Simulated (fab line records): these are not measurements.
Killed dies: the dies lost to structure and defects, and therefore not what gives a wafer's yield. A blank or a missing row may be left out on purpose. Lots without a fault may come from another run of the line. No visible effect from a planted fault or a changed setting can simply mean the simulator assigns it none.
Which of the tools did it? | flow n5 finfet | 30 wafers from 10 lots sampled at 4 of the route's 1938 steps

## WHAT EACH GAUGE READ, for each wafer
N5_BEOL_M9_OCD_MEAS_38.
lot  | measured     | on     | trench depth nm (nm)
L445 | day 10 07:55 | ocd-02 | 150.9 153.2 150.0
L446 | day 10 16:06 | ocd-02 | 148.8 146.6 150.3
L447 | day 11 02:05 | ocd-02 | 149.2 151.4 148.6
L448 | day 11 09:57 | ocd-02 | 144.7 148.1 149.9
L460 | day 14 23:52 | ocd-01 | 146.1 151.4 148.8
L463 | day 15 04:08 | ocd-01 | 145.7 148.9 146.9
L459 | day 15 15:34 | ocd-01 | 143.6 151.0 152.4
L465 | day 15 21:13 | ocd-01 | 144.9 144.9 145.5
L462 | day 15 23:21 | ocd-01 | 144.6 145.8 149.5
L461 | day 15 23:23 | ocd-02 | 149.5 153.2 149.4

## TOOL THAT RAN EACH LOT (tool first, then ch and the chambers of the sampled wafers, then the start)
lot  | N5_BEOL_M9_ETCH_76                 | N5_BEOL_M9_VIA_ETCH_34             | N5_BEOL_M9_STRIP_80
L445 | rie diel-04 ch 0,2,3, day 10 07:29 | rie diel-04 ch 0,2,3, day 10 07:38 | rie diel-04 ch 0,2,3, day 10 07:55 or earlier
L446 | rie diel-03 ch 0,1,2, day 10 15:40 | rie diel-03 ch 0,1,2, day 10 15:49 | rie diel-03 ch 0,1,2, day 10 16:06 or earlier
L447 | rie diel-03 ch 1,2,3, day 11 01:40 | rie diel-03 ch 1,2,3, day 11 01:48 | rie diel-03 ch 1,2,3, day 11 02:05 or earlier
L448 | rie diel-01 ch 1,2,3, day 11 08:46 | rie diel-01 ch 1,2,3, day 11 08:54 | rie diel-01 ch 1,2,3, day 11 09:57 or earlier
L460 | rie diel-01 ch 0,1,3, day 14 23:26 | rie diel-01 ch 0,1,3, day 14 23:35 | rie diel-01 ch 0,1,3, day 14 23:52 or earlier
L463 | rie diel-03 ch 1,2,3, day 15 03:43 | rie diel-03 ch 1,2,3, day 15 03:52 | rie diel-03 ch 1,2,3, day 15 04:08 or earlier
L459 | rie diel-01 ch 0,2, day 15 15:09   | rie diel-01 ch 0,2, day 15 15:17   | rie diel-01 ch 0,2, day 15 15:34 or earlier
L465 | rie diel-01 ch 1,2,3, day 15 20:47 | rie diel-01 ch 1,2,3, day 15 20:56 | rie diel-01 ch 1,2,3, day 15 21:13 or earlier
L462 | rie diel-03 ch 0,3, day 15 22:56   | rie diel-03 ch 0,3, day 15 23:05   | rie diel-03 ch 0,3, day 15 23:21 or earlier
L461 | rie diel-04 ch 0,3, day 15 22:58   | rie diel-04 ch 0,3, day 15 23:07   | rie diel-04 ch 0,3, day 15 23:23 or earlier
- N5_BEOL_M9_ETCH_76: etches underlayer in N2/H2, target depth 6.5 nm, time 5.2 s.
- N5_BEOL_M9_VIA_ETCH_34: etches SiCOH lowk in C4F6/O2, target depth 182.4 nm, time 68.4 s.
- N5_BEOL_M9_STRIP_80: strips in N2/H2, time 10 s.

## WHAT THE TOOLS THEMSELVES READ (means of the sampled wafers that have a number; where no wafer has one, the mark that the record gives instead)
N5_BEOL_M9_ETCH_76.
lot  | tool        | bias w (W) | chamber pressure mTorr (mTorr) | drypump motor current A (A) | etch rf on time s (s) | oes product au (a.u.) | rf vpp V (V) | showerhead plenum p Torr (Torr) | throttle valve pct (%)
L445 | rie diel-04 | 149.9      | 30.01                          | 6.2                         | 5.33                  | 0.68                  | 524.2        | 2.53                            | 17.66
L446 | rie diel-03 | 150.0      | 30.00                          | 6.1                         | 5.30                  | 0.67                  | 524.0        | 2.51                            | 17.66
L447 | rie diel-03 | -          | -                              | -                           | -                     | -                     | -            | -                               | -
L448 | rie diel-01 | -          | -                              | -                           | -                     | -                     | -            | -                               | -
L460 | rie diel-01 | 149.9      | 30.01                          | 5.6                         | 5.29                  | 0.63                  | 521.3        | 2.47                            | 17.90
L463 | rie diel-03 | 150.3      | 30.02                          | 6.1                         | 5.23                  | 0.63                  | 521.3        | 2.49                            | 17.83
L459 | rie diel-01 | 150.0      | 30.02                          | 5.5                         | 5.20                  | 0.63                  | 525.0        | 2.53                            | 17.81
L465 | rie diel-01 | 150.0      | 30.01                          | 5.5                         | 5.41                  | 0.60                  | 521.3        | 2.46                            | 17.83
L462 | rie diel-03 | 149.9      | 30.00                          | 6.4                         | 5.36                  | 0.62                  | 523.7        | 2.53                            | 17.87
L461 | rie diel-04 | 150.1      | 30.01                          | 5.9                         | 5.32                  | 0.61                  | 525.4        | 2.56                            | 17.86

N5_BEOL_M9_VIA_ETCH_34.
lot  | tool        | C4F6_flow_sccm (sccm) | O2_flow_sccm (sccm) | drypump motor current A (A) | oes product au (a.u.) | rf vpp V (V) | showerhead plenum p Torr (Torr) | throttle valve pct (%)
L445 | rie diel-04 | 9.996                 | 10.00               | 6.2                         | 0.79                  | 684          | 2.82                            | 20.68
L446 | rie diel-03 | 10.008                | 10.01               | 6.1                         | 0.78                  | 650          | 2.82                            | 20.66
L447 | rie diel-03 | 10.006                | 10.02               | 6.1                         | 0.76                  | 644          | 2.80                            | 20.73
L448 | rie diel-01 | 10.008                | 10.01               | 5.5                         | 0.75                  | 666          | 2.78                            | 20.84
L460 | rie diel-01 | 9.997                 | 10.00               | 5.6                         | 0.75                  | 663          | 2.78                            | 20.99
L463 | rie diel-03 | 10.003                | 10.01               | 6.1                         | 0.73                  | 643          | 2.79                            | 20.78
L459 | rie diel-01 | 9.988                 | 9.98                | 5.5                         | 0.73                  | 668          | 2.85                            | 20.97
L465 | rie diel-01 | 9.987                 | 9.98                | 5.5                         | 0.72                  | 666          | 2.77                            | 20.89
L462 | rie diel-03 | 10.027                | 9.98                | 6.4                         | 0.72                  | 656          | 2.81                            | 20.71
L461 | rie diel-04 | 9.980                 | 10.01               | 5.8                         | 0.72                  | 686          | 2.85                            | 20.80

N5_BEOL_M9_STRIP_80.
lot  | tool        | bias power w (W) | drypump motor current A (A) | oes product au (a.u.) | rf vpp V (V) | showerhead plenum p Torr (Torr) | throttle valve pct (%)
L445 | rie diel-04 | 7.024            | 6.2                         | 0.80                  | 57.9         | 2.52                            | 23.39
L446 | rie diel-03 | 6.992            | 6.1                         | 0.79                  | 58.4         | 2.51                            | 23.39
L447 | rie diel-03 | 7.018            | 6.2                         | 0.76                  | 59.3         | 2.50                            | 23.49
L448 | rie diel-01 | 7.028            | 5.5                         | 0.74                  | 58.8         | 2.46                            | 23.58
L460 | rie diel-01 | 7.003            | 5.6                         | 0.75                  | 59.3         | 2.47                            | 23.62
L463 | rie diel-03 | 7.005            | 6.1                         | 0.74                  | 59.0         | 2.49                            | 23.53
L459 | rie diel-01 | 6.986            | 5.5                         | 0.73                  | 59.4         | 2.52                            | 23.48
L465 | rie diel-01 | 7.007            | 5.5                         | 0.72                  | 59.1         | 2.45                            | 23.62
L462 | rie diel-03 | 6.988            | 6.4                         | 0.74                  | 60.0         | 2.53                            | 23.71
L461 | rie diel-04 | 6.996            | 5.8                         | 0.73                  | 59.4         | 2.56                            | 23.58

## THE ANSWER, worked out from the rows above alone
Rule: the usual values come from the lots themselves. The widest of any qualifying gaps counts: lots, ordered by their means at a reading, are off when they make up no more than a third of the lots, leave a main group of 4 or more, and stand apart from it by 3 or more times the standard deviation of that group's means. A main group whose means are all the same, to the digits that the tables above print for the reading, isn't used. A lot without any number at a reading at which 4 lots or more have one is off too. The other lots that the step has rows for count as sound. Order of review: gauges by route order, followed by the tools' own readings, for which a lot's mean as printed above is used. The first step at which some lot is off is used, and at that step the reading that is off furthest; a lot without a number counts as furthest.
Off at N5_BEOL_M9_ETCH_76 (bias w): L447, L448. Without a number there: L447, L448. For the main group the mean is 150.0 W and the standard deviation 0.13.
A tool fits if, at that step or a process step before it, it ran every lot that is off, and no sound lot after the first of them. No candidate that was tried fits.

## WHAT WAS PUT IN BY THE SIMULATOR
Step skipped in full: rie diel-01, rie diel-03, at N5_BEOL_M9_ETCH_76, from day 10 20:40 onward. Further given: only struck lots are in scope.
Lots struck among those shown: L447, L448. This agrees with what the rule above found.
